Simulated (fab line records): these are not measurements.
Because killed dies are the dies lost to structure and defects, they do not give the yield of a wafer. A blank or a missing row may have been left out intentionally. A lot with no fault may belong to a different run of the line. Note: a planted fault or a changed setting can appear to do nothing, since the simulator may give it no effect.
Struck lot and sound lot, side by side -- flow nand-harc -- 15 steps out of a route of 1302
Sound: wafers L277.3, L277.4, L277.5. Struck: wafer L280.2. (L280.1, L280.4 of the same lot were not struck and are left out.) The cause comes at the end.
For every step that has rows: the tool of each side, followed by ch and its chambers, followed by its first start. Under that, the readings that differ: sound wafers -- struck wafers -- difference of the means -- sigmas: that difference in standard deviations of wafers without a fault.
alike: a reading whose means differ by less than 2 such deviations, as well as words and numbers matching on both sides. not compared: withheld readings; readings where some wafer has no value; bounds like >300 that might hide an equal value; numbers whose values overlap and for which the record gives no deviation.
Wherever a step has rows on one side only, a row that says differs or no value, or a row with sigmas, the two part there. Numbers that have no deviation but don't overlap get no sigmas and don't part them. A reading that every wafer of one side lacks parts them only if that side has two wafers or more.

first, 1 step without rows for these wafers: NHARC_A_CONTACT_ETCH_138 (etches the open film in C4F8/O2/Ar, time 311 s, target depth 1914 nm).
NHARC_A_CONTACT_ETCH_139: etches the open film in C4F8/O2/Ar, time 195 s, target depth 840 nm.
  sound on har-cap-etch-01 ch 0,1, day 27 00:52; struck on har-cap-etch-02 ch 1, day 27 23:41
reading,sound,struck,difference,sigmas
rf-hours-counter-h (h),- - -,113,no value on the sound wafers,
NHARC_A_CONTACT_ETCH_92: etches the open film in CH3F/O2, target depth 40 nm, time 85.7 s.
  sound on rie-diel-06 ch 1,2, day 27 01:20; struck on rie-diel-07 ch 3, day 28 00:14
reading,sound,struck,difference,sigmas
throttle-valve-pct (%),20.660 20.670 20.673,20.647,-0.021,-2
  alike: ch3f-flow-sccm, drypump-motor-current-A, o2-flow-sccm, oes-product-au, rf-vpp-V, showerhead-plenum-p-Torr
  not compared: rf-hours-counter-h
NHARC_A_CONTACT_ETCH_98: etches the open film in C4F6/O2, target depth 20 nm, time 10 s.
  sound on rie-diel-06 ch 0,2; struck on rie-diel-07 ch 2
  alike: drypump-motor-current-A, o2-flow-sccm, oes-product-au, rf-vpp-V, showerhead-plenum-p-Torr, throttle-valve-pct
  not compared: rf-hours-counter-h
NHARC_A_CONTACT_CD_MEAS_15:
  sound on cd-sem-03 at day 27 01:33; struck on cd-sem-02 at day 28 00:27
  alike: cd-nm
then, 3 steps without rows for these wafers: NHARC_A_CONTACT_STRIP_107 (strips in N2/H2); NHARC_A_CONTACT_STRIP_108 (strips in CF4/CHF3); NHARC_A_CONTACT_STRIP_109 (strips in O2/COS).
NHARC_A_CONTACT_ETCH_110: etches the open film in CF4/O2, target depth 60 nm, overetch 6 nm, time 33 s.
  sound on rie-diel-07 ch 1,2, day 27 01:50; struck on rie-diel-06 ch 0, day 28 00:45
  alike: drypump-motor-current-A, o2-flow-sccm, oes-product-au, rf-vpp-V, showerhead-plenum-p-Torr, throttle-valve-pct
  not compared: rf-hours-counter-h
NHARC_A_CONTACT_STRIP_26: strips in O2.
  sound on rie-diel-07 ch 0,1,2; struck on rie-diel-06 ch 1
  alike: drypump-motor-current-A, o2-flow-sccm, oes-product-au, rf-vpp-V, showerhead-plenum-p-Torr, throttle-valve-pct
  not compared: rf-hours-counter-h
then, 2 steps without rows for these wafers: NHARC_A_CONTACT_STRIP_27 (strips in post etch residue remover, time 600 s); NHARC_A_CONTACT_ALD_18 (deposits TiN, target thk 3 nm, pulse time 1 s, ald cycles 150).
NHARC_A_CONTACT_CVD_19: deposits W, target thk 300 nm, time 802 s.
  sound on cvd-w-02 ch 0,1, day 27 02:56; struck on cvd-w-02 ch 0, day 28 01:35
  alike: heater-power-outer-w, heater-power-w, susceptor-temp-C, throttle-valve-pct
NHARC_A_CONTACT_CMP_20: polishes, t overpolish 30 s, target thk 300 nm.
  sound on cmp-01 ch 0,1,3, day 27 03:38; struck on cmp-01 ch 3, day 28 02:29
reading,sound,struck,difference,sigmas
time-to-endpoint-s (s),61 61 62,26,-35,-10
  alike: motor-current-A, overpolish-run-s, slurry-flow-ml-min
then, 1 step without rows for these wafers: NHARC_END_SORT_01.

WHERE THEY PART
At NHARC_A_CONTACT_ETCH_139 first; at NHARC_A_CONTACT_CMP_20 last (within this record only).

WHY: whatever the simulator had introduced
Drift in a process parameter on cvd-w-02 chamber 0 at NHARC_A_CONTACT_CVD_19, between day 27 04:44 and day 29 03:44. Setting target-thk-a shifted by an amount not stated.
